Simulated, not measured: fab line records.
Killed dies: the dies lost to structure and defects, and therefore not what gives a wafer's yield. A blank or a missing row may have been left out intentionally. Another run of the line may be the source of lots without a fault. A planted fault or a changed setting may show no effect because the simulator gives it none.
Split-lot study | flow n5Finfet | 7 lots, 21 wafers read, on a route of 1938 steps

ON THE SPLIT
At N5_PASSIVATION_EXPOSE_27 (exposes mask PAD, defocus 0 nm), the setting doseMj was moved away from the recipe's 32.3 on 5 of the 21 wafers read, by -7.0% to -3.1%. All remaining wafers had this setting at the recipe value.

FROM THE SPLIT TO THE READING: what the file shows between them, 3 steps
- N5_PASSIVATION_PEB_28
- N5_PASSIVATION_DEVELOP_29: develop time 60 s
- N5_PASSIVATION_HARDBAKE_31: time 120 s

THE READING
At N5_PASSIVATION_CD_MEAS_30: cdNm in nanometres, against a target cd of 4000 nm. A value of 4000 nm with a standard deviation of 3 nm is what fault-free wafers of this fab line usually give.

wafer  | tool, chamber at the split | doseMj as run | against the recipe | cdNm, nm | against lot-mates on the recipe
L079.2 | krfScanner-01, 0           | 32.3          | recipe             | 4001     | -
L079.3 | krfScanner-01, 0           | 32.3          | recipe             | 3999     | -
L079.4 | krfScanner-01, 0           | 32.3          | recipe             | 3999     | -
L081.3 | krfScanner-02, 0           | 32.3          | recipe             | 4002     | -
L081.5 | krfScanner-02, 0           | 32.3          | recipe             | 4000     | -
L081.6 | krfScanner-02, 0           | 32.3          | recipe             | 4001     | -
L085.1 | krfScanner-02, 0           | 30.05         | -7.0%              | 3986     | -12
L085.4 | krfScanner-02, 0           | 32.3          | recipe             | 3999     | -
L085.6 | krfScanner-02, 0           | 32.3          | recipe             | 3997     | -
L088.2 | krfScanner-02, 0           | 32.3          | recipe             | 4000     | -
L088.3 | krfScanner-02, 0           | 32.3          | recipe             | 4000     | -
L088.4 | krfScanner-02, 0           | 32.3          | recipe             | 3999     | -
L089.2 | krfScanner-02, 0           | 32.3          | recipe             | 3995     | -
L089.5 | krfScanner-02, 0           | 30.73         | -4.9%              | 3990     | -5
L089.6 | krfScanner-02, 0           | 30.73         | -4.9%              | 3991     | -4
L094.2 | krfScanner-01, 0           | 31.31         | -3.1%              | 3995     | -3
L094.3 | krfScanner-01, 0           | 32.3          | recipe             | 3998     | -
L094.4 | krfScanner-01, 0           | 32.3          | recipe             | 3998     | -
L096.1 | krfScanner-01, 0           | 32.3          | recipe             | 4003     | -
L096.2 | krfScanner-01, 0           | 32.3          | recipe             | 4002     | -
L096.4 | krfScanner-01, 0           | 30.28         | -6.3%              | 3990     | -12

THE FIT
A straight line over all 21 wafers: cdNm changes by +1.78 nm for each +1% of doseMj; r = +0.92; the points scatter about the line by 1.9 nm.
The same after taking each lot's own level away (the mean of its wafers on the recipe; 21 wafers): +1.51 nm for each +1%; r = +0.93; scatter 1.4 nm.
The reading moves by 11 nm for the largest change in doseMj, on that fit.
The lots' own levels span 3995.0 to 4002.5 nm, that is 2.5 times the standard deviation above.
Thus the slope moves with the lot-to-lot level: the two fits are different.
Check: -9.58 nm against its lot-mates is what the line predicts for one of the wafers moved furthest among these (-7.0%) when that wafer is left out of the fit. Against them it came out at -12 nm.

OTHER SPLITS APPLIED TO THESE WAFERS
Before the reading, these wafers also passed through other splits. Each is held against what the fit with the lots' levels taken away leaves over:
other split on the same wafers     | wafers away from the commonest value | r with cdNm (lot level and that fit taken away)
N5_BEOL_M9_EXPOSE_08 doseMj        | 6                                    | +0.34
N5_BEOL_M9_ETCH_62 timeS           | 6                                    | -0.12
N5_BEOL_M10_TRENCH_ETCH_37 sourceW | 6                                    | +0.34
N5_BEOL_M11_VIA_ETCH_34 timeS      | 4                                    | +0.27
N5_BEOL_M13_COAT_58 spinRpm        | 9                                    | +0.15
N5_BEOL_M15_TRENCH_ETCH_34 biasW   | 8                                    | +0.13
N5_MIM_BOT_LITHO_EXPOSE_05 doseMj  | 8                                    | +0.23
N5_MIM_BOT_ETCH_ETCH_04 timeS      | 8                                    | +0.43

THE FILE'S OWN FIT
cdNm changes by +1.5 nm for each +1% of doseMj, r = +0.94.
